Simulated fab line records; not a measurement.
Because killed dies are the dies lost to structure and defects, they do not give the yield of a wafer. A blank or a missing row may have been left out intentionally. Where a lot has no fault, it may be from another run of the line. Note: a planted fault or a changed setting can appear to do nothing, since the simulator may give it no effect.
fab line records	flow n5-finfet
record: lots: 6	wafers: 18	last-day: 18
route steps=1938 shown BEOL_M0_SAQP@652 BEOL_M4@1111
lots untouched by any fault: they come from a run of this same line in which no faults occurred
start-h: hours from the record's first day to the start of the lot's first wafer shown	wait-h: time in hours since the lot's previous step	" unchanged from the row above	L1.1+2: a row that stands for several wafers	- value missing, or start not given	* or withheld: withheld	< > ~ a bound
route shown NAME@n: names a module that has steps shown in the file, with the first one's number in the route	usual: the fault-free wafers' mean and standard deviation	same: alike in all rows	chamber/n: place in a boat	sites: each site's reading	_std_site: the values' standard deviation	_edge_site: outer sites' mean less inner sites'	radius-mm: how far each site lies from the wafer's centre	mask NAME#n: copy n	behind: tool/chamber where the wafer was last shaped	hold: cause of the lot's hold/its duration in hours/its outcome	device: transistor that didn't switch, given as n, p or np	end of line: tests run on the same wafers once the route is complete	a step given without rows: its recipe and nothing more	killed: count of dies lost to structure and defects at first sort (not the wafer's yield)	map: a wafer's dies, marking killed ones x, the rest . and places with no die _
set.NAME: setting as actually run; set.NAME@STEP: the setting as run at that earlier step	model.NAME: the simulator's own value behind a step, which no gauge read
certain route steps with their lots: each step a table, each wafer a row
services: from which hour (start-h, from the record's first day; less than 0 if before it) a tool's chamber was out of use, for how many hours, and why
== steps ==
step: N5_BEOL_M0_SAQP_DESCUM_19
recipe: chemistry: O2	time-s: 7.9	source-power-w: 50	bias-power-w: 20	pressure-mtorr: 20	rf-frequency-hz: 2.712e+07	temp-c: 40	resist: CAR-ArF	o2-flow-sccm: 225
step: N5_BEOL_M0_SAQP_ETCH_83
recipe: chemistry: CF4	target: SiARC	target-depth-a: 390	mask-material: CAR-ArF	time-s: 65	ion-energy-ev: 80	pressure-mtorr: 40	source-w: 545	bias-w: 36	Ar_flow_sccm: 100	cf4-flow-sccm: 100	ends: cleared
usual: drypump-motor-current-A: 5.6/0.63	etch-rf-on-time-s: 65.0/1.3	oes-product-au: 0.64/0.06	rf-fwd-power-W: 538.1/2.6	rf-vpp-V: 184.2/1.1	showerhead-plenum-p-Torr: 2.16/0.06	throttle-valve-pct: 15.72/0.22
lot.wafer	tool	chamber	start-h	wait-h	drypump-motor-current-A	etch-rf-on-time-s	oes-product-au	rf-fwd-power-W	rf-hours-counter-h	rf-vpp-V	showerhead-plenum-p-Torr	throttle-valve-pct
L717.1	rie-diel-06	3	117.58	0.0	5.5	62.8	0.66	542.9	157	184.5	2.14	15.69
L717.3	"	2	"	"	6.5	65.9	0.58	535.8	247	182.9	2.11	15.70
L717.6	"	0	"	"	6.4	65.1	0.72	535.4	-	184.9	2.25	15.30
L721.3	rie-diel-05	0	139.77	0.0	6.7	63.8	0.61	540.3	191	181.8	2.05	16.01
L721.4	"	1	"	"	6.7	65.5	0.63	537.6	146	183.2	2.07	15.75
L721.5	"	3	"	"	5.0	64.1	0.82	537.4	-	187.2	2.27	15.48
L724.1	rie-diel-06	2	151.62	0.0	6.5	63.8	0.82	536.5	0	181.9	2.11	15.22
L724.5	"	3	"	"	5.4	62.9	0.65	539.0	-	184.5	2.14	15.70
L724.6	"	2	"	"	6.5	64.3	0.82	537.8	-	182.7	2.11	15.20
L723.1	rie-diel-06	2	157.46	0.0	6.5	64.1	0.80	531.4	2	183.9	2.11	15.24
L723.4	"	1	"	"	5.4	67.8	0.61	540.7	184	184.1	2.13	15.74
L723.6	"	3	"	"	5.5	63.3	0.64	541.5	-	184.2	2.14	15.72
L736.1	rie-diel-01	3	235.43	0.0	4.8	65.5	0.59	539.9	244	183.0	2.11	15.95
L736.2	"	2	"	"	5.6	67.0	0.64	540.6	168	184.4	2.14	15.88
L736.6	"	2	"	"	5.6	67.1	0.63	539.7	-	184.3	2.14	15.89
L734.1	rie-diel-01	2	235.98	0.0	5.6	66.3	0.64	538.3	168	183.0	2.14	15.90
L734.3	"	0	"	"	5.0	65.9	0.64	535.0	177	184.3	2.23	15.94
L734.5	"	1	"	"	5.2	64.4	0.59	538.7	-	185.5	2.20	15.72
step: N5_BEOL_M0_SAQP_ETCH_84
recipe: chemistry: N2/H2	target: SOC	target-depth-a: 1000	overetch-a: 200	mask-material: SiARC	temp-c: 40	time-s: 150	ion-energy-ev: 200	pressure-mtorr: 30	source-w: 840	bias-w: 150	n2-flow-sccm: 200	h2-flow-sccm: 200
step: N5_BEOL_M0_SAQP_STRIP_80
recipe: chemistry: N2/H2	temp-c: 40	n2-flow-sccm: 200	h2-flow-sccm: 200	rf-frequency-hz: 6e+07
step: N5_BEOL_M0_SAQP_HM_OPEN_112
recipe: chemistry: CHF3/O2	target: SiO2	stop-on: a-Si	target-depth-a: 120	over-etch-frac: 1.25	mask-material: SOC	time-s: 13.5	pressure-mtorr: 30	source-w: 650	bias-w: 170	Ar_flow_sccm: 200	CHF3_flow_sccm: 50	O2_flow_sccm: 5	ion-energy-ev: 200	ends: end-point
step: N5_BEOL_M0_SAQP_STRIP_113
recipe: chemistry: CHF3/O2	resist: SiARC	rf-frequency-hz: 6e+07
step: N5_BEOL_M0_SAQP_MANDREL_ETCH_20
recipe: target-depth-a: 600	chemistry: HBr/Cl2	target: a-Si	stop-on: SiNx	bt-time-s: 10	mask-material: SOC	over-etch-frac: 0.5	time-s: 30	pressure-mtorr: 10	icp-w: 800	bias-w: 75	HBr_flow_sccm: 150	Cl2_flow_sccm: 80	ends: end-point
usual: drypump-motor-current-A: 5.6/0.6	mfc-cl2-sccm: 79.98/0.25	oes-product-au: 0.779/0.013	rf-fwd-power-W: 795.4/2.5	throttle-valve-pct: 35.5/0.46
lot.wafer	tool	chamber	start-h	wait-h	drypump-motor-current-A	mfc-cl2-sccm	oes-product-au	rf-fwd-power-W	rf-hours-counter-h	throttle-valve-pct
L717.1	rie-si-03	2	117.82	0.0	6.0	79.99	0.781	795.3	189	35.5
L717.3	"	1	"	"	5.3	80.15	0.764	793.0	19	35.3
L717.6	"	2	"	"	5.9	79.72	0.793	797.9	-	35.5
L721.3	rie-si-03	0	140.01	0.0	4.9	80.04	0.765	790.7	91	35.3
L721.4	"	3	"	"	6.7	79.57	0.784	791.9	99	35.8
L721.5	"	0	"	"	4.9	79.71	0.772	792.1	-	35.3
L724.1	rie-si-03	0	151.86	0.0	5.0	80.17	0.772	792.1	91	35.4
L724.5	"	3	"	"	6.7	80.16	0.784	793.0	-	35.8
L724.6	"	0	"	"	5.0	79.67	0.776	793.0	-	35.3
L723.1	rie-si-04	3	157.70	0.0	6.2	80.34	0.775	801.6	74	34.7
L723.4	"	1	"	"	6.0	79.91	0.774	794.5	10	35.1
L723.6	"	1	"	"	6.0	79.79	0.767	794.0	-	35.1
L736.1	rie-si-05	2	235.67	0.0	6.4	80.26	0.787	795.9	6	35.8
L736.2	"	1	"	"	5.4	79.86	0.782	796.9	44	35.4
L736.6	"	2	"	"	6.4	79.97	0.785	794.7	-	35.8
L734.1	rie-si-04	1	236.22	0.0	6.0	79.78	0.753	795.5	11	35.1
L734.3	"	3	"	"	6.2	79.78	0.768	794.0	75	34.7
L734.5	"	1	"	"	6.0	79.99	0.764	795.8	-	35.1
step: N5_BEOL_M0_SAQP_STRIP_86
recipe: chemistry: N2/H2	power-w: 500	temp-c: 40	pressure-mtorr: 50	rf-frequency-hz: 6e+07	overash-fraction: 0.3	bias-power-w: 28	h2-frac: 0.5	n2-flow-sccm: 300	h2-flow-sccm: 300
usual: drypump-motor-current-A: 5.8/0.71	oes-product-au: 0.76/0.08	rf-vpp-V: 121.9/1.4	showerhead-plenum-p-Torr: 3.36/0.12	temp-c: 40.01/0.12	throttle-valve-pct: 18.97/0.28
same: overash-fraction: 0.3
lot.wafer	tool	chamber	start-h	wait-h	drypump-motor-current-A	oes-product-au	rf-hours-counter-h	rf-vpp-V	showerhead-plenum-p-Torr	temp-c	throttle-valve-pct
L717.1	rie-diel-01	3	118.12	0.3	4.7	0.72	207	121.7	3.33	40.19	19.12
L717.3	"	0	"	"	5.0	0.80	139	123.4	3.50	40.04	19.11
L717.6	"	2	"	"	5.6	0.79	-	123.8	3.34	39.88	18.89
L721.3	rie-diel-05	2	140.11	0.1	5.3	0.71	199	124.0	3.47	40.01	18.82
L721.4	"	1	"	"	6.7	0.75	146	121.7	3.22	40.19	19.07
L721.5	"	1	"	"	6.7	0.76	-	120.3	3.22	39.85	19.11
L724.1	rie-diel-06	1	151.96	0.1	5.4	0.73	182	121.8	3.33	39.96	18.93
L724.5	"	2	"	"	6.5	0.96	-	122.0	3.31	40.11	18.55
L724.6	"	1	"	"	5.4	0.73	-	123.0	3.33	39.91	18.91
L723.1	rie-diel-06	3	157.80	0.1	5.5	0.74	173	120.5	3.34	39.86	19.23
L723.4	"	1	"	"	5.4	0.73	184	121.0	3.33	39.90	18.94
L723.6	"	0	"	"	6.4	0.82	-	123.6	3.54	40.00	18.44
L736.1	rie-diel-06	2	235.81	0.1	6.5	0.89	18	120.2	3.30	40.00	18.57
L736.2	"	3	"	"	5.5	0.73	186	120.6	3.33	40.13	19.26
L736.6	"	3	"	"	5.5	0.73	-	121.1	3.33	39.94	19.24
L734.1	rie-diel-05	3	236.32	0.1	5.0	0.89	38	122.8	3.58	40.12	18.80
L734.3	"	1	"	"	6.7	0.71	180	118.8	3.20	40.10	19.12
L734.5	"	2	"	"	5.3	0.69	-	122.1	3.45	40.23	18.84
step: N5_BEOL_M0_SAQP_STRIP_115
recipe: chemistry: post-etch-residue-remover	time-s: 60	temp-c: 25	remover-ph: withheld	remover-water-wt-pct: withheld	remover-fluoride-wt-pct: withheld
step: N5_BEOL_M0_SAQP_SRD_93
recipe: dry: ipa-marangoni	time-s: 30	temp-c: 23	rinse-liquid: diw
step: N5_BEOL_M0_SAQP_RECESS_114
recipe: chemistry: HF/NH3	target: SiO2	target-depth-a: 144	afs-cycles: 3	temp-c: 30	sublimation-temp-c: 180	sublimation-time-s: 60
usual: drypump-motor-current-A: 6.0/0.51	foreline-p-Torr: 0.1279/0.00047	temp-c: 30.00/0.12
same: afs-cycles: 3
lot.wafer	tool	chamber	start-h	wait-h	drypump-motor-current-A	foreline-p-Torr	temp-c
L717.1	vapor-etch-01	0	118.25	0.0	6.1	0.1277	30.09
L717.3	"	0	"	"	6.1	0.1276	29.94
L717.6	"	0	"	"	6.1	0.1276	29.97
L721.3	vapor-etch-01	1	140.36	0.1	6.0	0.1275	29.98
L721.4	"	0	"	"	6.1	0.1281	29.61
L721.5	"	0	"	"	6.1	0.1282	29.75
L724.1	vapor-etch-01	0	152.13	0.0	6.1	0.1283	30.14
L724.5	"	1	"	"	6.1	0.1280	29.77
L724.6	"	0	"	"	6.1	0.1285	29.89
L723.1	vapor-etch-02	1	157.93	0.0	6.6	0.1283	30.16
L723.4	"	1	"	"	6.6	0.1279	29.96
L723.6	"	0	"	"	5.1	0.1287	30.04
L736.1	vapor-etch-01	0	235.94	0.0	6.1	0.1283	29.89
L736.2	"	1	"	"	6.0	0.1276	30.03
L736.6	"	1	"	"	6.1	0.1282	30.00
L734.1	vapor-etch-01	0	236.66	0.2	6.1	0.1279	29.90
L734.3	"	1	"	"	6.1	0.1279	30.04
L734.5	"	1	"	"	6.1	0.1277	29.99
step: N5_BEOL_M0_SAQP_SPACER1_ALD_98
recipe: material: SiO2	target-thk-a: 128	temp-c: 300	ald-precursor-family: BDEAS	ald-co-reactant: O2-plasma	pulse-time-s: 1	purge-time-s: 2	co-reactant-purge-time-s: 2	ald-cycles: 138	pressure-torr: 2
step: N5_BEOL_M0_SAQP_SPACER1_ETCHBACK_99
recipe: chemistry: CHF3/O2	mode: anisotropic-etchback	target: SiO2	target-depth-a: 154	time-s: 7.7	pressure-mtorr: 30	source-w: 650	bias-w: 170	Ar_flow_sccm: 200	CHF3_flow_sccm: 50	O2_flow_sccm: 5	ion-energy-ev: 200
usual: CHF3_flow_sccm: 50.00/0.15	O2_flow_sccm: 5.001/0.015	drypump-motor-current-A: 5.5/0.63	oes-product-au: 0.75/0.067	rf-fwd-power-W: 645.5/2.3	rf-vpp-V: 528/10	showerhead-plenum-p-Torr: 2.43/0.064	throttle-valve-pct: 19.02/0.2
lot.wafer	tool	chamber	start-h	wait-h	CHF3_flow_sccm	O2_flow_sccm	drypump-motor-current-A	oes-product-au	rf-fwd-power-W	rf-hours-counter-h	rf-vpp-V	showerhead-plenum-p-Torr	throttle-valve-pct
L717.1	rie-diel-05	2	119.89	0.3	50.10	5.020	5.3	0.72	642.3	193	523	2.50	18.97
L717.3	"	0	"	"	50.30	5.005	6.7	0.72	643.8	184	530	2.31	19.34
L717.6	"	2	"	"	49.99	5.026	5.3	0.71	646.3	-	524	2.49	18.96
L721.3	rie-diel-01	3	141.73	0.3	49.92	4.973	4.7	0.71	646.7	213	526	2.39	19.18
L721.4	"	2	"	"	49.95	4.988	5.5	0.78	648.1	137	543	2.42	19.14
L721.5	"	3	"	"	50.15	4.969	4.7	0.72	647.7	-	528	2.39	19.19
L724.1	rie-diel-05	0	152.99	0.3	-	-	-	-	-	-	-	-	-
L724.5	"	2	"	"	-	-	-	-	-	-	-	-	-
L724.6	"	1	"	"	-	-	-	-	-	-	-	-	-
L723.1	rie-diel-06	1	158.79	0.3	-	-	-	-	-	-	-	-	-
L723.4	"	2	"	"	-	-	-	-	-	-	-	-	-
L723.6	"	3	"	"	-	-	-	-	-	-	-	-	-
L736.1	rie-diel-06	1	237.30	0.3	49.75	4.997	5.4	0.71	647.1	201	525	2.38	18.98
L736.2	"	2	"	"	49.92	4.986	6.5	0.89	642.8	19	519	2.38	18.61
L736.6	"	1	"	"	49.85	5.000	5.4	0.70	647.3	-	526	2.38	18.98
L734.1	rie-diel-06	3	238.22	0.3	49.89	4.985	5.4	0.73	643.1	188	519	2.41	19.09
L734.3	"	1	"	"	49.94	5.003	5.4	0.71	647.1	201	525	2.38	18.96
L734.5	"	1	"	"	49.87	5.013	5.4	0.71	646.5	-	525	2.38	18.96
step: N5_BEOL_M0_SAQP_MANDREL1_REMOVE_100
recipe: chemistry: HBr/Cl2/O2	bt-time-s: 10	target: a-Si	stop-on: SiNx	endpoint: OES-SiCl	over-etch-frac: 0.85	icp-w: 600	bias-w: 30	HBr_flow_sccm: 150	Cl2_flow_sccm: 80	O2_flow_sccm: 5	pressure-mtorr: 10
usual: drypump-motor-current-A: 5.6/0.58	mfc-cl2-sccm: 79.99/0.24	oes-product-au: 1.001/0.019	rf-fwd-power-W: 597.1/2.3	throttle-valve-pct: 36.8/0.45
lot.wafer	tool	chamber	start-h	wait-h	drypump-motor-current-A	mfc-cl2-sccm	oes-product-au	rf-fwd-power-W	rf-hours-counter-h	throttle-valve-pct
L717.1	rie-si-03	2	119.98	0.1	5.9	80.32	1.012	599.1	189	36.7
L717.3	"	0	"	"	4.9	80.13	0.975	595.6	90	36.6
L717.6	"	2	"	"	6.0	80.38	1.006	598.3	-	36.7
L721.3	rie-si-03	3	141.82	0.1	6.7	79.50	0.989	594.2	99	37.1
L721.4	"	2	"	"	5.9	79.92	1.021	599.6	190	36.7
L721.5	"	1	"	"	5.3	79.58	0.990	596.8	-	36.5
L724.1	rie-si-05	0	153.07	0.1	5.5	79.85	0.370	598.9	33	36.4
L724.5	"	2	"	"	6.4	80.19	0.385	597.3	-	37.1
L724.6	"	1	"	"	5.4	79.73	0.383	597.0	-	36.7
L723.1	rie-si-05	1	158.88	0.1	5.4	80.24	0.380	598.8	43	36.7
L723.4	"	0	"	"	5.5	79.85	0.376	599.4	33	36.4
L723.6	"	1	"	"	5.4	80.13	0.382	600.1	-	36.7
L736.1	rie-si-05	3	237.39	0.1	5.1	79.99	0.992	597.2	118	37.7
L736.2	"	0	"	"	5.5	79.94	0.981	598.7	34	36.5
L736.6	"	3	"	"	5.1	79.91	0.981	600.0	-	37.7
L734.1	rie-si-05	0	238.31	0.1	5.5	79.42	0.979	597.6	34	36.4
L734.3	"	2	"	"	6.4	79.67	1.034	600.6	6	37.1
L734.5	"	3	"	"	5.1	79.67	0.982	598.1	-	37.7
step: N5_BEOL_M0_SAQP_CD_MEAS_25
recipe: target-cd-nm: 13.1	landing-energy-ev: 1000	detector: se-inlens
usual: cd-nm: 12.82/0.23
lot.wafer	tool	chamber	start-h	wait-h	cd-nm
L717.1	cd-sem-03	0	120.09	0.1	12.57
L717.3	"	0	"	"	12.43
L717.6	"	0	"	"	12.65
L721.3	cd-sem-01	0	141.93	0.1	12.53
L721.4	"	0	"	"	12.58
L721.5	"	0	"	"	13.17
L724.1	cd-sem-02	0	153.18	0.1	-
L724.5	"	0	"	"	-
L724.6	"	0	"	"	-
L723.1	cd-sem-03	0	158.99	0.1	-
L723.4	"	0	"	"	-
L723.6	"	0	"	"	-
L736.1	cd-sem-02	0	237.50	0.1	12.88
L736.2	"	0	"	"	12.66
L736.6	"	0	"	"	13.00
L734.1	cd-sem-03	0	238.42	0.1	12.82
L734.3	"	0	"	"	12.75
L734.5	"	0	"	"	12.60
step: N5_BEOL_M0_SAQP_ETCH_101
recipe: chemistry: CH3F/O2	target: SiNx	mask-material: SiO2	target-depth-a: 299	time-s: 42.7	pressure-mtorr: 30	source-w: 395	bias-w: 73	Ar_flow_sccm: 150	CH3F_flow_sccm: 30	O2_flow_sccm: 20	ion-energy-ev: 120
usual: drypump-motor-current-A: 5.6/0.63	oes-product-au: 0.75/0.065	rf-fwd-power-W: 393.0/1.5	rf-vpp-V: 299/5.9	showerhead-plenum-p-Torr: 2.02/0.055	throttle-valve-pct: 16.47/0.22
lot.wafer	tool	chamber	start-h	wait-h	drypump-motor-current-A	oes-product-au	rf-fwd-power-W	rf-hours-counter-h	rf-vpp-V	showerhead-plenum-p-Torr	throttle-valve-pct
L717.1	rie-diel-05	2	120.13	0.0	5.3	0.71	393.8	193	297	2.08	16.45
L717.3	"	1	"	"	6.7	0.75	392.4	140	290	1.94	16.56
L717.6	"	2	"	"	5.3	0.72	392.9	-	298	2.08	16.46
L721.3	rie-diel-06	1	141.97	0.0	5.4	0.72	393.6	178	298	1.99	16.44
L721.4	"	1	"	"	5.4	0.72	394.2	-	298	1.99	16.44
L721.5	"	3	"	"	5.4	0.75	395.0	-	294	2.00	16.49
L724.1	rie-diel-01	0	153.22	0.0	5.0	0.29	391.7	149	310	2.08	16.52
L724.5	"	1	"	"	5.2	0.27	393.8	-	301	2.07	16.35
L724.6	"	0	"	"	5.0	0.29	391.4	-	309	2.08	16.51
L723.1	rie-diel-01	1	159.11	0.1	5.2	0.26	392.0	220	300	2.07	16.35
L723.4	"	3	"	"	4.7	0.27	395.6	218	299	1.98	16.61
L723.6	"	0	"	"	5.0	0.29	393.2	-	309	2.08	16.51
L736.1	rie-diel-01	3	237.55	0.1	4.8	0.69	393.8	245	300	1.97	16.72
L736.2	"	0	"	"	5.0	0.75	393.4	178	309	2.07	16.62
L736.6	"	1	"	"	5.2	0.68	393.8	-	300	2.06	16.46
L734.1	rie-diel-06	2	238.46	0.0	6.5	0.89	390.9	19	293	1.97	16.03
L734.3	"	3	"	"	5.4	0.73	397.0	188	294	2.00	16.53
L734.5	"	1	"	"	5.4	0.71	393.2	-	298	1.98	16.47
step: N5_BEOL_M0_SAQP_ETCH_102
recipe: chemistry: CF4	target: SiO2	target-depth-a: 40	ion-energy-ev: 350	time-s: 4.4	pressure-mtorr: 10	icp-w: 800	bias-w: 400	cf4-flow-sccm: 80
usual: drypump-motor-current-A: 5.6/0.62	oes-product-au: 0.997/0.016	rf-fwd-power-W: 787/4.2	throttle-valve-pct: 21.7/0.34
lot.wafer	tool	chamber	start-h	wait-h	drypump-motor-current-A	oes-product-au	rf-fwd-power-W	rf-hours-counter-h	throttle-valve-pct
L717.1	rie-si-05	2	120.23	0.1	6.4	1.004	794	4	22.1
L717.3	"	0	"	"	5.5	1.015	791	32	21.4
L717.6	"	2	"	"	6.4	1.013	797	-	22.1
L721.3	rie-si-04	3	142.07	0.1	6.2	1.002	789	74	21.2
L721.4	"	1	"	"	6.0	1.006	786	10	21.6
L721.5	"	0	"	"	4.6	0.981	785	-	21.4
L724.1	rie-si-04	2	153.33	0.1	5.5	1.020	787	8	22.1
L724.5	"	3	"	"	6.2	0.999	791	-	21.2
L724.6	"	2	"	"	5.5	1.017	783	-	22.1
L723.1	rie-si-04	1	159.21	0.1	6.0	1.009	787	10	21.6
L723.4	"	2	"	"	5.5	1.024	783	9	22.1
L723.6	"	2	"	"	5.5	1.016	783	-	22.1
L736.1	rie-si-03	1	237.66	0.1	5.3	0.996	787	22	21.6
L736.2	"	3	"	"	6.7	0.975	784	100	21.9
L736.6	"	3	"	"	6.7	0.976	781	-	21.9
L734.1	rie-si-05	1	238.56	0.1	5.4	1.021	792	44	21.8
L734.3	"	3	"	"	5.1	1.002	790	119	22.4
L734.5	"	3	"	"	5.1	0.998	789	-	22.5
step: N5_BEOL_M0_SAQP_MANDREL_ETCH_103
recipe: chemistry: HBr/Cl2	target: a-Si	target-depth-a: 450	bt-time-s: 10	stop-on: SiCN	mask-material: SiO2	over-etch-frac: 0.8	time-s: 27	pressure-mtorr: 10	icp-w: 800	bias-w: 75	HBr_flow_sccm: 150	Cl2_flow_sccm: 80	ends: end-point
usual: drypump-motor-current-A: 5.6/0.62	mfc-cl2-sccm: 80.01/0.22	oes-product-au: 0.685/0.012	rf-fwd-power-W: 793/3.3	throttle-valve-pct: 35.4/0.45
lot.wafer	tool	chamber	start-h	wait-h	drypump-motor-current-A	mfc-cl2-sccm	oes-product-au	rf-fwd-power-W	rf-hours-counter-h	throttle-valve-pct
L717.1	rie-si-05	2	120.27	0.0	6.4	80.19	0.701	796	4	35.8
L717.3	"	0	"	"	5.5	79.92	0.675	800	33	35.2
L717.6	"	2	"	"	6.4	79.65	0.692	797	-	35.8
L721.3	rie-si-04	3	142.11	0.0	6.2	79.73	0.688	798	74	34.7
L721.4	"	1	"	"	6.0	79.78	0.682	790	10	35.1
L721.5	"	0	"	"	4.6	79.74	0.685	794	-	34.9
L724.1	rie-si-04	2	153.36	0.0	5.5	79.65	0.298	789	8	36.6
L724.5	"	3	"	"	6.3	79.88	0.293	793	-	35.6
L724.6	"	2	"	"	5.5	79.86	0.286	791	-	36.6
L723.1	rie-si-04	1	159.25	0.0	6.0	79.86	0.280	793	10	36.0
L723.4	"	2	"	"	5.5	79.88	0.293	790	9	36.6
L723.6	"	2	"	"	5.6	79.72	0.296	792	-	36.6
L736.1	rie-si-03	1	237.69	0.0	5.3	79.73	0.677	793	22	35.3
L736.2	"	3	"	"	6.7	80.25	0.684	791	100	35.8
L736.6	"	3	"	"	6.7	79.98	0.668	792	-	35.8
L734.1	rie-si-05	1	238.60	0.0	5.4	80.14	0.683	799	44	35.4
L734.3	"	3	"	"	5.1	79.87	0.672	798	119	36.4
L734.5	"	3	"	"	5.1	80.04	0.671	800	-	36.4
step: N5_BEOL_M0_SAQP_RECESS_104
recipe: chemistry: HF/NH3	target: SiO2	target-depth-a: 180	afs-cycles: 3	temp-c: 30	sublimation-temp-c: 180	sublimation-time-s: 60
step: N5_BEOL_M4_RC_MEAS_101
usual: DIBL_N: 36.3/1.9	DIBL_P: 36.0/2.1	IOFF_N: 0.16/0.031	IOFF_P: 0.21/0.035	ION_N: 675/14	ION_P: 464/8.5	SS_N: 71.5/0.6	SS_P: 73.3/0.72	VT_N: 250/3.2	VT_P: -250/3.1
lot.wafer	tool	chamber	start-h	wait-h	DIBL_N[mV/V]	DIBL_P[mV/V]	IOFF_N[nA/um]	IOFF_P[nA/um]	ION_N[uA/um]	ION_P[uA/um]	SS_N[mV/dec]	SS_P[mV/dec]	VT_N[mV]	VT_P[mV]
L717.1	prober-02	0	173.37	0.0	33.9	33.4	0.11	0.17	662	457	70.9	71.9	253	-248
L717.3	"	0	"	"	38.7	38.1	0.21	0.26	676	466	72.7	73.5	248	-246
L717.6	"	0	"	"	35.0	35.1	0.13	0.21	663	459	71.5	73.5	251	-248
L721.3	prober-01	0	192.98	0.3	35.8	36.9	0.16	0.24	680	471	71.8	73.4	251	-249
L721.4	"	0	"	"	33.1	33.2	0.13	0.19	672	468	71.0	72.2	251	-248
L721.5	"	0	"	"	34.9	36.5	0.16	0.25	676	469	70.9	73.0	249	-244
L736.1	prober-01	0	289.37	0.0	38.2	40.3	0.19	0.22	681	458	71.8	74.0	248	-253
L736.2	"	0	"	"	36.4	38.6	0.17	0.20	702	473	72.0	73.6	248	-253
L736.6	"	0	"	"	36.3	37.3	0.16	0.18	688	464	71.4	73.4	247	-255
L734.1	prober-02	0	307.55	0.0	38.7	36.1	0.19	0.21	680	463	71.5	73.5	246	-249
L734.3	"	0	"	"	37.7	36.8	0.16	0.23	670	464	71.4	73.8	247	-245
L734.5	"	0	"	"	37.7	36.6	0.16	0.22	670	459	71.6	73.1	249	-250
== services ==
tool	chamber	start-h	hours	kind
vapor-etch-02	1	95.42	14.7	repair
rie-si-03	0	125.66	9.2	repair
rie-diel-06	2	128.02	-	clean
rie-diel-06	2	128.02	-	consumable-replace:focus-ring
rie-diel-06	2	128.02	22.3	scheduled-down
rie-diel-06	2	128.02	22.3	vent-cycle
rie-si-03	-	129.77	0.4	repair
rie-diel-05	2	167.42	14.2	repair
rie-diel-06	-	168.33	28.1	pm
rie-si-03	3	183.85	32.6	repair
rie-si-04	-	194.70	2.8	pm
rie-si-03	1	198.13	6.3	repair
rie-si-05	0	208.92	5.1	repair
rie-si-03	2	216.45	-	clean
rie-si-03	2	216.45	26.9	scheduled-down
rie-si-03	2	216.45	26.9	vent-cycle
== key ==
first-sign: step: N5_BEOL_M0_SAQP_SPACER1_ETCHBACK_99	reading: tool-record	direction: missing
effect: step: N5_BEOL_M0_SAQP_MANDREL1_REMOVE_100	reading: oes-product-au	direction: down	sigmas: 33	usual: 1.001	struck: 0.379
effect: step: N5_BEOL_M0_SAQP_CD_MEAS_25	reading: cd-nm	direction: missing
effect: step: N5_BEOL_M0_SAQP_ETCH_101	reading: oes-product-au	direction: down	sigmas: 7.3	usual: 0.75	struck: 0.28
effect: step: N5_BEOL_M0_SAQP_MANDREL_ETCH_103	reading: oes-product-au	direction: down	sigmas: 33	usual: 0.685	struck: 0.291
met-at N5_BEOL_M0_SAQP_SPACER1_ETCHBACK_99
struck-wafers L723.1,L723.4,L723.6,L724.1,L724.5,L724.6
later-rows-left-out L723.1,L723.4,L723.6,L724.1,L724.5,L724.6
sort-left-out L723.1,L723.4,L723.6,L724.1,L724.5,L724.6
onset-between 119.89 152.99
fault: kind: skipped-step-whole	tool: rie-diel-05,rie-diel-06	chamber: -	onset-h: 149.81	steps: N5_BEOL_M0_SAQP_SPACER1_ETCHBACK_99	scope: struck-lots-only
sort-left-out: the simulated sort isn't trusted on such a fault, so these wafers' sort isn't shown, and their yield isn't known
later-rows-left-out: the simulator's readings of these wafers behind a module that went badly wrong aren't trusted and aren't shown, but for the sort
